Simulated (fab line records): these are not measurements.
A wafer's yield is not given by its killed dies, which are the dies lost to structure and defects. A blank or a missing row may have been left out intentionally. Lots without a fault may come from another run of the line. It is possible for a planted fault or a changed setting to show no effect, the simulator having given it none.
fab line records || flow nandHarc || part 2 of 2: steps 34 to 38 of 38
record: {"lots": 5, "wafers": 15, "lastDay": 32}
route steps=1302 shown A_ONON_D1@431 A_CHANNEL_HOLE_D1@450
lots untouched by any fault: they come from a run of this same line in which no faults occurred
startH: the number of hours between the record's first day and the start of the first shown wafer of the lot || waitH: hours elapsed since this lot's preceding step || " repeats the value in the row above || L1.1+2: several wafers, shown together as one row || - no value present, or no start provided || * or withheld: withheld || < > ~ a bound
route shown NAME@n: a module of which the file shows steps, and the number in the route of the first || usual: average and standard deviation across the fault-free wafers || same: alike in all rows || chamber/n: place in a boat || sites: readings site by site || _std_site: how widely they spread, as a standard deviation || _edge_site: inner sites' mean taken away from outer sites' mean || radiusMm: how far each site lies from the wafer's centre || mask NAME#n: copy n || behind: tool/chamber where the wafer was last shaped || hold: reason for holding the lot/hours on hold/outcome of the hold || device: which transistor (n, p or np) failed to switch || end of line: the tests these same wafers got at the end of their route || a step given without rows: its recipe and nothing more || killed: count of dies lost to structure and defects at first sort (not the wafer's yield) || map: per-die view of a wafer (x killed, . not killed, _ where there is no die)
set.NAME: the setting as run; set.NAME@STEP: as run at that earlier step || model.NAME: the simulator's own value behind a step, which no gauge read
a table for each step, a row for each wafer; lots at some steps of the route
services: when a tool's chamber went out of use (startH, in hours from the record's first day, below 0 if earlier), for how many hours, and the reason
== steps ==
step: NHARC_A_CHANNEL_HOLE_D1_ETCH_38
recipe: {"targetDepthA": 390, "overEtchFrac": 0.3, "timeS": 65, "ionEnergyEv": 80, "cf4FlowSccm": 150, "arFlowSccm": 0, "rfW": 300, "biasW": 100, "chemistry": "CF4"}
usual: {"drypumpMotorCurrentA": "5.5/0.54", "mfcArSccm": "0.005/0.0082", "oesProductAu": "1.002/0.0096", "rfVppV": "151.8/1.2", "showerheadPlenumPTorr": "1.80/0.07", "throttleValvePct": "13.284/0.0088"}
{"lot.wafer": "L077.4", "tool": "rieDiel-05", "chamber": 2, "startH": 207.77, "waitH": 0.1, "drypumpMotorCurrentA": 6.4, "mfcArSccm": 0.004, "oesProductAu": 1.014, "rfHoursCounterH": 14, "rfVppV": 151.5, "showerheadPlenumPTorr": 1.89, "throttleValvePct": 13.284}
{"lot.wafer": "L077.2", "tool": "rieDiel-05", "chamber": 3, "startH": 207.77, "waitH": 0.1, "drypumpMotorCurrentA": 5.0, "mfcArSccm": 0.011, "oesProductAu": 0.996, "rfHoursCounterH": 13, "rfVppV": 152.0, "showerheadPlenumPTorr": 1.81, "throttleValvePct": 13.265}
{"lot.wafer": "L077.6", "tool": "rieDiel-05", "chamber": 1, "startH": 207.77, "waitH": 0.1, "drypumpMotorCurrentA": 5.5, "mfcArSccm": 0, "oesProductAu": 1.014, "rfHoursCounterH": "-", "rfVppV": 152.4, "showerheadPlenumPTorr": 1.84, "throttleValvePct": 13.300}
{"lot.wafer": "L079.3", "tool": "rieDiel-05", "chamber": 1, "startH": 240.23, "waitH": 0.1, "drypumpMotorCurrentA": 5.5, "mfcArSccm": 0, "oesProductAu": 1.008, "rfHoursCounterH": 0, "rfVppV": 152.3, "showerheadPlenumPTorr": 1.84, "throttleValvePct": 13.280}
{"lot.wafer": "L079.4", "tool": "rieDiel-05", "chamber": 3, "startH": 240.23, "waitH": 0.1, "drypumpMotorCurrentA": 4.9, "mfcArSccm": 0.011, "oesProductAu": 0.997, "rfHoursCounterH": 0, "rfVppV": 152.5, "showerheadPlenumPTorr": 1.81, "throttleValvePct": 13.271}
{"lot.wafer": "L079.6", "tool": "rieDiel-05", "chamber": 1, "startH": 240.23, "waitH": 0.1, "drypumpMotorCurrentA": 5.5, "mfcArSccm": 0, "oesProductAu": 1.001, "rfHoursCounterH": "-", "rfVppV": 153.4, "showerheadPlenumPTorr": 1.84, "throttleValvePct": 13.280}
{"lot.wafer": "L083.4", "tool": "rieDiel-05", "chamber": 2, "startH": 285.18, "waitH": 0.1, "drypumpMotorCurrentA": 6.4, "mfcArSccm": 0.004, "oesProductAu": 1.007, "rfHoursCounterH": 3, "rfVppV": 152.8, "showerheadPlenumPTorr": 1.88, "throttleValvePct": 13.297}
{"lot.wafer": "L083.5", "tool": "rieDiel-05", "chamber": 2, "startH": 285.18, "waitH": 0.1, "drypumpMotorCurrentA": 6.4, "mfcArSccm": 0.004, "oesProductAu": 0.995, "rfHoursCounterH": "-", "rfVppV": 154.2, "showerheadPlenumPTorr": 1.88, "throttleValvePct": 13.279}
{"lot.wafer": "L083.6", "tool": "rieDiel-05", "chamber": 3, "startH": 285.18, "waitH": 0.1, "drypumpMotorCurrentA": 4.9, "mfcArSccm": 0.011, "oesProductAu": 1.008, "rfHoursCounterH": "-", "rfVppV": 151.5, "showerheadPlenumPTorr": 1.81, "throttleValvePct": 13.285}
{"lot.wafer": "L091.4", "tool": "rieDiel-10", "chamber": 1, "startH": 343.47, "waitH": 0.1, "drypumpMotorCurrentA": 6.0, "mfcArSccm": 0, "oesProductAu": 1.001, "rfHoursCounterH": 26, "rfVppV": 148.9, "showerheadPlenumPTorr": 1.67, "throttleValvePct": 13.287}
{"lot.wafer": "L091.3", "tool": "rieDiel-10", "chamber": 2, "startH": 343.47, "waitH": 0.1, "drypumpMotorCurrentA": 5.1, "mfcArSccm": 0.001, "oesProductAu": 0.992, "rfHoursCounterH": 30, "rfVppV": 150.7, "showerheadPlenumPTorr": 1.78, "throttleValvePct": 13.298}
{"lot.wafer": "L091.2", "tool": "rieDiel-10", "chamber": 0, "startH": 343.47, "waitH": 0.1, "drypumpMotorCurrentA": 5.2, "mfcArSccm": 0.018, "oesProductAu": 1.012, "rfHoursCounterH": 28, "rfVppV": 151.8, "showerheadPlenumPTorr": 1.73, "throttleValvePct": 13.287}
{"lot.wafer": "L093.4", "tool": "rieDiel-05", "chamber": 0, "startH": 367.44, "waitH": 0.1, "drypumpMotorCurrentA": 5.0, "mfcArSccm": 0, "oesProductAu": 0.988, "rfHoursCounterH": 10, "rfVppV": 150.6, "showerheadPlenumPTorr": 1.72, "throttleValvePct": 13.277}
{"lot.wafer": "L093.6", "tool": "rieDiel-05", "chamber": 3, "startH": 367.44, "waitH": 0.1, "drypumpMotorCurrentA": 5.0, "mfcArSccm": 0.011, "oesProductAu": 1.000, "rfHoursCounterH": "-", "rfVppV": 152.2, "showerheadPlenumPTorr": 1.80, "throttleValvePct": 13.279}
{"lot.wafer": "L093.5", "tool": "rieDiel-05", "chamber": 0, "startH": 367.44, "waitH": 0.1, "drypumpMotorCurrentA": 5.0, "mfcArSccm": 0, "oesProductAu": 0.982, "rfHoursCounterH": "-", "rfVppV": 150.1, "showerheadPlenumPTorr": 1.71, "throttleValvePct": 13.284}
step: NHARC_A_CHANNEL_HOLE_D1_ETCH_39
recipe: {"targetDepthA": 2600, "overEtchFrac": 0.3, "timeS": 325, "ionEnergyEv": 200, "n2FlowSccm": 150, "h2FlowSccm": 150, "arFlowSccm": 0, "rfW": 400, "biasW": 150, "chemistry": "N2/H2"}
usual: {"drypumpMotorCurrentA": "5.5/0.52", "mfcArSccm": "0.005/0.008", "oesProductAu": "1.003/0.01", "rfVppV": "431.3/2.8", "showerheadPlenumPTorr": "2.07/0.095", "throttleValvePct": "14.172/0.0091"}
{"lot.wafer": "L077.2", "tool": "rieDiel-05", "chamber": 3, "startH": "-", "waitH": "-", "drypumpMotorCurrentA": 4.9, "mfcArSccm": 0.011, "oesProductAu": 0.987, "rfHoursCounterH": 13, "rfVppV": 431.9, "showerheadPlenumPTorr": 2.09, "throttleValvePct": 14.166}
{"lot.wafer": "L077.4", "tool": "rieDiel-05", "chamber": 1, "startH": "-", "waitH": "-", "drypumpMotorCurrentA": 5.5, "mfcArSccm": 0, "oesProductAu": 1.008, "rfHoursCounterH": 12, "rfVppV": 434.6, "showerheadPlenumPTorr": 2.13, "throttleValvePct": 14.186}
{"lot.wafer": "L077.6", "tool": "rieDiel-05", "chamber": 2, "startH": "-", "waitH": "-", "drypumpMotorCurrentA": 6.4, "mfcArSccm": 0.004, "oesProductAu": 1.004, "rfHoursCounterH": "-", "rfVppV": 435.7, "showerheadPlenumPTorr": 2.19, "throttleValvePct": 14.169}
{"lot.wafer": "L079.4", "tool": "rieDiel-05", "chamber": 3, "startH": "-", "waitH": "-", "drypumpMotorCurrentA": 5.0, "mfcArSccm": 0.011, "oesProductAu": 1.006, "rfHoursCounterH": 0, "rfVppV": 432.2, "showerheadPlenumPTorr": 2.09, "throttleValvePct": 14.171}
{"lot.wafer": "L079.3", "tool": "rieDiel-05", "chamber": 0, "startH": "-", "waitH": "-", "drypumpMotorCurrentA": 5.0, "mfcArSccm": 0, "oesProductAu": 0.996, "rfHoursCounterH": 0, "rfVppV": 428.5, "showerheadPlenumPTorr": 1.98, "throttleValvePct": 14.154}
{"lot.wafer": "L079.6", "tool": "rieDiel-05", "chamber": 0, "startH": "-", "waitH": "-", "drypumpMotorCurrentA": 5.0, "mfcArSccm": 0, "oesProductAu": 0.998, "rfHoursCounterH": "-", "rfVppV": 429.2, "showerheadPlenumPTorr": 1.98, "throttleValvePct": 14.164}
{"lot.wafer": "L083.4", "tool": "rieDiel-05", "chamber": 1, "startH": "-", "waitH": "-", "drypumpMotorCurrentA": 5.5, "mfcArSccm": 0, "oesProductAu": 1.019, "rfHoursCounterH": 3, "rfVppV": 431.2, "showerheadPlenumPTorr": 2.12, "throttleValvePct": 14.183}
{"lot.wafer": "L083.5", "tool": "rieDiel-05", "chamber": 1, "startH": "-", "waitH": "-", "drypumpMotorCurrentA": 5.5, "mfcArSccm": 0, "oesProductAu": 1.013, "rfHoursCounterH": "-", "rfVppV": 432.2, "showerheadPlenumPTorr": 2.12, "throttleValvePct": 14.166}
{"lot.wafer": "L083.6", "tool": "rieDiel-05", "chamber": 2, "startH": "-", "waitH": "-", "drypumpMotorCurrentA": 6.4, "mfcArSccm": 0.004, "oesProductAu": 0.998, "rfHoursCounterH": "-", "rfVppV": 434.0, "showerheadPlenumPTorr": 2.19, "throttleValvePct": 14.166}
{"lot.wafer": "L091.2", "tool": "rieDiel-10", "chamber": 0, "startH": "-", "waitH": "-", "drypumpMotorCurrentA": 5.2, "mfcArSccm": 0.018, "oesProductAu": 1.004, "rfHoursCounterH": 28, "rfVppV": 428.9, "showerheadPlenumPTorr": 2.00, "throttleValvePct": 14.191}
{"lot.wafer": "L091.3", "tool": "rieDiel-10", "chamber": 2, "startH": "-", "waitH": "-", "drypumpMotorCurrentA": 5.1, "mfcArSccm": 0.001, "oesProductAu": 1.001, "rfHoursCounterH": 30, "rfVppV": 431.8, "showerheadPlenumPTorr": 2.05, "throttleValvePct": 14.171}
{"lot.wafer": "L091.4", "tool": "rieDiel-10", "chamber": 3, "startH": "-", "waitH": "-", "drypumpMotorCurrentA": 5.5, "mfcArSccm": 0, "oesProductAu": 1.010, "rfHoursCounterH": 32, "rfVppV": 424.9, "showerheadPlenumPTorr": 1.88, "throttleValvePct": 14.188}
{"lot.wafer": "L093.4", "tool": "rieDiel-05", "chamber": 2, "startH": "-", "waitH": "-", "drypumpMotorCurrentA": 6.4, "mfcArSccm": 0.004, "oesProductAu": 1.006, "rfHoursCounterH": 10, "rfVppV": 432.9, "showerheadPlenumPTorr": 2.18, "throttleValvePct": 14.167}
{"lot.wafer": "L093.6", "tool": "rieDiel-05", "chamber": 1, "startH": "-", "waitH": "-", "drypumpMotorCurrentA": 5.5, "mfcArSccm": 0, "oesProductAu": 1.018, "rfHoursCounterH": "-", "rfVppV": 433.2, "showerheadPlenumPTorr": 2.12, "throttleValvePct": 14.177}
{"lot.wafer": "L093.5", "tool": "rieDiel-05", "chamber": 2, "startH": "-", "waitH": "-", "drypumpMotorCurrentA": 6.4, "mfcArSccm": 0.004, "oesProductAu": 1.001, "rfHoursCounterH": "-", "rfVppV": 435.5, "showerheadPlenumPTorr": 2.18, "throttleValvePct": 14.167}
step: NHARC_A_CHANNEL_HOLE_D1_ETCH_34
recipe: {"targetDepthA": 1540, "timeS": 77, "cf4FlowSccm": 100, "chf3FlowSccm": 30, "arFlowSccm": 0, "rfW": 500, "biasW": 200, "chemistry": "CF4/CHF3"}
usual: {"drypumpMotorCurrentA": "5.5/0.51", "mfcArSccm": "0.006/0.0082", "oesProductAu": "0.947/0.026", "rfVppV": "371.2/2.5", "showerheadPlenumPTorr": "1.59/0.067", "throttleValvePct": "16.801/0.0089"}
{"lot.wafer": "L077.2", "tool": "rieDiel-05", "chamber": 3, "startH": "-", "waitH": "-", "drypumpMotorCurrentA": 5.0, "mfcArSccm": 0.011, "oesProductAu": 0.922, "rfHoursCounterH": 13, "rfVppV": 371.1, "showerheadPlenumPTorr": 1.61, "throttleValvePct": 16.808}
{"lot.wafer": "L077.4", "tool": "rieDiel-05", "chamber": 1, "startH": "-", "waitH": "-", "drypumpMotorCurrentA": 5.4, "mfcArSccm": 0, "oesProductAu": 0.936, "rfHoursCounterH": 12, "rfVppV": 373.5, "showerheadPlenumPTorr": 1.64, "throttleValvePct": 16.788}
{"lot.wafer": "L077.6", "tool": "rieDiel-05", "chamber": 3, "startH": "-", "waitH": "-", "drypumpMotorCurrentA": 5.0, "mfcArSccm": 0.011, "oesProductAu": 0.915, "rfHoursCounterH": "-", "rfVppV": 370.4, "showerheadPlenumPTorr": 1.61, "throttleValvePct": 16.804}
{"lot.wafer": "L079.3", "tool": "rieDiel-05", "chamber": 0, "startH": "-", "waitH": "-", "drypumpMotorCurrentA": 5.0, "mfcArSccm": 0, "oesProductAu": 0.970, "rfHoursCounterH": 0, "rfVppV": 368.6, "showerheadPlenumPTorr": 1.53, "throttleValvePct": 16.805}
{"lot.wafer": "L079.4", "tool": "rieDiel-05", "chamber": 2, "startH": "-", "waitH": "-", "drypumpMotorCurrentA": 6.3, "mfcArSccm": 0.004, "oesProductAu": 0.976, "rfHoursCounterH": 0, "rfVppV": 373.2, "showerheadPlenumPTorr": 1.68, "throttleValvePct": 16.796}
{"lot.wafer": "L079.6", "tool": "rieDiel-05", "chamber": 0, "startH": "-", "waitH": "-", "drypumpMotorCurrentA": 5.0, "mfcArSccm": 0, "oesProductAu": 0.956, "rfHoursCounterH": "-", "rfVppV": 368.3, "showerheadPlenumPTorr": 1.53, "throttleValvePct": 16.801}
{"lot.wafer": "L083.4", "tool": "rieDiel-05", "chamber": 3, "startH": "-", "waitH": "-", "drypumpMotorCurrentA": 5.0, "mfcArSccm": 0.011, "oesProductAu": 0.986, "rfHoursCounterH": 2, "rfVppV": 371.6, "showerheadPlenumPTorr": 1.61, "throttleValvePct": 16.794}
{"lot.wafer": "L083.5", "tool": "rieDiel-05", "chamber": 1, "startH": "-", "waitH": "-", "drypumpMotorCurrentA": 5.4, "mfcArSccm": 0, "oesProductAu": 0.981, "rfHoursCounterH": "-", "rfVppV": 372.1, "showerheadPlenumPTorr": 1.63, "throttleValvePct": 16.804}
{"lot.wafer": "L083.6", "tool": "rieDiel-05", "chamber": 2, "startH": "-", "waitH": "-", "drypumpMotorCurrentA": 6.3, "mfcArSccm": 0.004, "oesProductAu": 0.987, "rfHoursCounterH": "-", "rfVppV": 374.8, "showerheadPlenumPTorr": 1.68, "throttleValvePct": 16.795}
{"lot.wafer": "L091.2", "tool": "rieDiel-10", "chamber": 2, "startH": "-", "waitH": "-", "drypumpMotorCurrentA": 5.1, "mfcArSccm": 0.001, "oesProductAu": 0.915, "rfHoursCounterH": 31, "rfVppV": 369.9, "showerheadPlenumPTorr": 1.58, "throttleValvePct": 16.799}
{"lot.wafer": "L091.3", "tool": "rieDiel-10", "chamber": 3, "startH": "-", "waitH": "-", "drypumpMotorCurrentA": 5.5, "mfcArSccm": 0, "oesProductAu": 0.927, "rfHoursCounterH": 32, "rfVppV": 367.8, "showerheadPlenumPTorr": 1.46, "throttleValvePct": 16.805}
{"lot.wafer": "L091.4", "tool": "rieDiel-10", "chamber": 0, "startH": "-", "waitH": "-", "drypumpMotorCurrentA": 5.2, "mfcArSccm": 0.018, "oesProductAu": 0.910, "rfHoursCounterH": 28, "rfVppV": 369.3, "showerheadPlenumPTorr": 1.54, "throttleValvePct": 16.800}
{"lot.wafer": "L093.4", "tool": "rieDiel-05", "chamber": 1, "startH": "-", "waitH": "-", "drypumpMotorCurrentA": 5.4, "mfcArSccm": 0, "oesProductAu": 0.933, "rfHoursCounterH": 11, "rfVppV": 373.0, "showerheadPlenumPTorr": 1.63, "throttleValvePct": 16.811}
{"lot.wafer": "L093.6", "tool": "rieDiel-05", "chamber": 0, "startH": "-", "waitH": "-", "drypumpMotorCurrentA": 5.0, "mfcArSccm": 0, "oesProductAu": 0.907, "rfHoursCounterH": "-", "rfVppV": 370.1, "showerheadPlenumPTorr": 1.53, "throttleValvePct": 16.797}
{"lot.wafer": "L093.5", "tool": "rieDiel-05", "chamber": 1, "startH": "-", "waitH": "-", "drypumpMotorCurrentA": 5.4, "mfcArSccm": 0, "oesProductAu": 0.928, "rfHoursCounterH": "-", "rfVppV": 370.1, "showerheadPlenumPTorr": 1.63, "throttleValvePct": 16.796}
step: NHARC_A_CHANNEL_HOLE_D1_ETCH_16
recipe: {"targetDepthA": 31000, "overEtchFrac": 0.3, "timeS": 806, "ionEnergyEv": 150, "o2FlowSccm": 400, "cosFlowSccm": 20, "arFlowSccm": 0, "rfW": 500, "biasW": 300, "chemistry": "O2/COS"}
usual: {"drypumpMotorCurrentA": "5.5/0.53", "mfcArSccm": "0.005/0.008", "oesProductAu": "1.003/0.01", "rfVppV": "314.6/2.1", "showerheadPlenumPTorr": "3.16/0.13", "throttleValvePct": "28.330/0.0095"}
{"lot.wafer": "L077.4", "tool": "rieDiel-05", "chamber": 3, "startH": "-", "waitH": "-", "drypumpMotorCurrentA": 5.0, "mfcArSccm": 0.011, "oesProductAu": 0.989, "rfHoursCounterH": 13, "rfVppV": 313.3, "showerheadPlenumPTorr": 3.19, "throttleValvePct": 28.342}
{"lot.wafer": "L077.2", "tool": "rieDiel-05", "chamber": 0, "startH": "-", "waitH": "-", "drypumpMotorCurrentA": 5.0, "mfcArSccm": 0, "oesProductAu": 0.994, "rfHoursCounterH": 13, "rfVppV": 311.9, "showerheadPlenumPTorr": 3.03, "throttleValvePct": 28.323}
{"lot.wafer": "L077.6", "tool": "rieDiel-05", "chamber": 2, "startH": "-", "waitH": "-", "drypumpMotorCurrentA": 6.4, "mfcArSccm": 0.004, "oesProductAu": 1.004, "rfHoursCounterH": "-", "rfVppV": 316.6, "showerheadPlenumPTorr": 3.33, "throttleValvePct": 28.322}
{"lot.wafer": "L079.4", "tool": "rieDiel-05", "chamber": 1, "startH": "-", "waitH": "-", "drypumpMotorCurrentA": 5.5, "mfcArSccm": 0, "oesProductAu": 1.013, "rfHoursCounterH": 0, "rfVppV": 315.7, "showerheadPlenumPTorr": 3.24, "throttleValvePct": 28.325}
{"lot.wafer": "L079.3", "tool": "rieDiel-05", "chamber": 3, "startH": "-", "waitH": "-", "drypumpMotorCurrentA": 5.0, "mfcArSccm": 0.011, "oesProductAu": 0.991, "rfHoursCounterH": 0, "rfVppV": 315.7, "showerheadPlenumPTorr": 3.19, "throttleValvePct": 28.331}
{"lot.wafer": "L079.6", "tool": "rieDiel-05", "chamber": 1, "startH": "-", "waitH": "-", "drypumpMotorCurrentA": 5.4, "mfcArSccm": 0, "oesProductAu": 1.003, "rfHoursCounterH": "-", "rfVppV": 315.9, "showerheadPlenumPTorr": 3.24, "throttleValvePct": 28.323}
{"lot.wafer": "L083.4", "tool": "rieDiel-05", "chamber": 0, "startH": "-", "waitH": "-", "drypumpMotorCurrentA": 5.0, "mfcArSccm": 0, "oesProductAu": 1.003, "rfHoursCounterH": 3, "rfVppV": 314.6, "showerheadPlenumPTorr": 3.03, "throttleValvePct": 28.330}
{"lot.wafer": "L083.6", "tool": "rieDiel-05", "chamber": 3, "startH": "-", "waitH": "-", "drypumpMotorCurrentA": 5.0, "mfcArSccm": 0.011, "oesProductAu": 1.004, "rfHoursCounterH": "-", "rfVppV": 314.0, "showerheadPlenumPTorr": 3.19, "throttleValvePct": 28.339}
{"lot.wafer": "L083.5", "tool": "rieDiel-05", "chamber": 0, "startH": "-", "waitH": "-", "drypumpMotorCurrentA": 5.0, "mfcArSccm": 0, "oesProductAu": 1.009, "rfHoursCounterH": "-", "rfVppV": 312.6, "showerheadPlenumPTorr": 3.03, "throttleValvePct": 28.325}
{"lot.wafer": "L091.4", "tool": "rieDiel-10", "chamber": 1, "startH": "-", "waitH": "-", "drypumpMotorCurrentA": 6.0, "mfcArSccm": 0, "oesProductAu": 0.994, "rfHoursCounterH": 27, "rfVppV": 312.2, "showerheadPlenumPTorr": 2.95, "throttleValvePct": 28.328}
{"lot.wafer": "L091.2", "tool": "rieDiel-10", "chamber": 2, "startH": "-", "waitH": "-", "drypumpMotorCurrentA": 5.1, "mfcArSccm": 0.001, "oesProductAu": 0.995, "rfHoursCounterH": 31, "rfVppV": 313.6, "showerheadPlenumPTorr": 3.14, "throttleValvePct": 28.335}
{"lot.wafer": "L091.3", "tool": "rieDiel-10", "chamber": 3, "startH": "-", "waitH": "-", "drypumpMotorCurrentA": 5.5, "mfcArSccm": 0, "oesProductAu": 1.011, "rfHoursCounterH": 32, "rfVppV": 310.5, "showerheadPlenumPTorr": 2.90, "throttleValvePct": 28.325}
{"lot.wafer": "L093.4", "tool": "rieDiel-05", "chamber": 0, "startH": "-", "waitH": "-", "drypumpMotorCurrentA": 5.0, "mfcArSccm": 0, "oesProductAu": 0.998, "rfHoursCounterH": 10, "rfVppV": 312.4, "showerheadPlenumPTorr": 3.03, "throttleValvePct": 28.325}
{"lot.wafer": "L093.6", "tool": "rieDiel-05", "chamber": 2, "startH": "-", "waitH": "-", "drypumpMotorCurrentA": 6.4, "mfcArSccm": 0.004, "oesProductAu": 1.006, "rfHoursCounterH": "-", "rfVppV": 316.9, "showerheadPlenumPTorr": 3.32, "throttleValvePct": 28.322}
{"lot.wafer": "L093.5", "tool": "rieDiel-05", "chamber": 3, "startH": "-", "waitH": "-", "drypumpMotorCurrentA": 5.0, "mfcArSccm": 0.011, "oesProductAu": 1.004, "rfHoursCounterH": "-", "rfVppV": 314.9, "showerheadPlenumPTorr": 3.19, "throttleValvePct": 28.317}
step: NHARC_A_CHANNEL_HOLE_D1_CD_MEAS_18
usual: {"cdNm": "98.7/2.4"}
{"lot.wafer": "L077.2", "tool": "cdSem-02", "chamber": "-", "startH": 208.79, "waitH": "-", "cdNm": 101.5}
{"lot.wafer": "L077.4", "tool": "cdSem-02", "chamber": "-", "startH": 208.79, "waitH": "-", "cdNm": 97.5}
{"lot.wafer": "L077.6", "tool": "cdSem-02", "chamber": "-", "startH": 208.79, "waitH": "-", "cdNm": 92.8}
{"lot.wafer": "L079.3", "tool": "cdSem-01", "chamber": "-", "startH": 241.25, "waitH": "-", "cdNm": 100.2}
{"lot.wafer": "L079.4", "tool": "cdSem-01", "chamber": "-", "startH": 241.25, "waitH": "-", "cdNm": 98.6}
{"lot.wafer": "L079.6", "tool": "cdSem-01", "chamber": "-", "startH": 241.25, "waitH": "-", "cdNm": 95.4}
{"lot.wafer": "L083.4", "tool": "cdSem-02", "chamber": "-", "startH": 286.22, "waitH": "-", "cdNm": 101.0}
{"lot.wafer": "L083.5", "tool": "cdSem-02", "chamber": "-", "startH": 286.22, "waitH": "-", "cdNm": 98.8}
{"lot.wafer": "L083.6", "tool": "cdSem-02", "chamber": "-", "startH": 286.22, "waitH": "-", "cdNm": 101.1}
{"lot.wafer": "L091.2", "tool": "cdSem-02", "chamber": "-", "startH": 344.49, "waitH": "-", "cdNm": 98.4}
{"lot.wafer": "L091.3", "tool": "cdSem-02", "chamber": "-", "startH": 344.49, "waitH": "-", "cdNm": 93.6}
{"lot.wafer": "L091.4", "tool": "cdSem-02", "chamber": "-", "startH": 344.49, "waitH": "-", "cdNm": 99.6}
{"lot.wafer": "L093.4", "tool": "cdSem-02", "chamber": "-", "startH": 368.46, "waitH": "-", "cdNm": 99.6}
{"lot.wafer": "L093.5", "tool": "cdSem-02", "chamber": "-", "startH": 368.46, "waitH": "-", "cdNm": 100.3}
{"lot.wafer": "L093.6", "tool": "cdSem-02", "chamber": "-", "startH": 368.46, "waitH": "-", "cdNm": 98.2}
== services ==
{"tool": "pecvd-03", "chamber": 1, "startH": 172.74, "hours": 5.0, "kind": "repair"}
{"tool": "pecvdOnon-02", "chamber": "-", "startH": 178.19, "hours": 0.3, "kind": "repair"}
{"tool": "lithoTrack-06", "chamber": "-", "startH": 179.00, "hours": 7.0, "kind": "pm"}
{"tool": "pecvdOnon-02", "chamber": "-", "startH": 185.00, "hours": 13.0, "kind": "pm"}
{"tool": "pecvd-03", "chamber": "-", "startH": 185.54, "hours": 13.0, "kind": "pm"}
{"tool": "aclDep-01", "chamber": "-", "startH": 191.97, "hours": 13.0, "kind": "pm"}
{"tool": "arfiScanner-03", "chamber": "-", "startH": 196.00, "hours": 4.0, "kind": "pm"}
{"tool": "lithoTrack-04", "chamber": "-", "startH": 203.00, "hours": 7.0, "kind": "pm"}
{"tool": "pecvdOnon-03", "chamber": "-", "startH": 227.00, "hours": 13.0, "kind": "pm"}
{"tool": "pecvd-02", "chamber": "-", "startH": 227.24, "hours": 13.0, "kind": "pm"}
{"tool": "rieDiel-05", "chamber": "-", "startH": 229.60, "hours": 9.0, "kind": "pm"}
{"tool": "rieDiel-10", "chamber": "-", "startH": 242.88, "hours": 9.0, "kind": "pm"}
{"tool": "aclDep-02", "chamber": "-", "startH": 244.14, "hours": 13.0, "kind": "pm"}
{"tool": "pecvd-03", "chamber": "-", "startH": 299.93, "hours": 0.6, "kind": "repair"}
{"tool": "pecvd-01", "chamber": "-", "startH": 311.00, "hours": 13.0, "kind": "pm"}
{"tool": "pecvdOnon-04", "chamber": "-", "startH": 311.31, "hours": 13.0, "kind": "pm"}
{"tool": "arfiScanner-02", "chamber": "-", "startH": 312.00, "hours": 4.0, "kind": "pm"}
{"tool": "rieDiel-05", "chamber": 2, "startH": 318.10, "hours": 5.7, "kind": "repair"}
{"tool": "arfiScanner-02", "chamber": "-", "startH": 322.38, "hours": 1.4, "kind": "repair"}
{"tool": "arfiScanner-03", "chamber": "-", "startH": 328.33, "hours": 1.0, "kind": "repair"}
{"tool": "lithoTrack-01", "chamber": "-", "startH": 330.00, "hours": 7.0, "kind": "pm"}
{"tool": "arfiScanner-02", "chamber": "-", "startH": 343.64, "hours": 1.1, "kind": "repair"}
{"tool": "lithoTrack-06", "chamber": "-", "startH": 354.00, "hours": 7.0, "kind": "pm"}
{"tool": "pecvdOnon-02", "chamber": "-", "startH": 366.00, "hours": 13.0, "kind": "pm"}
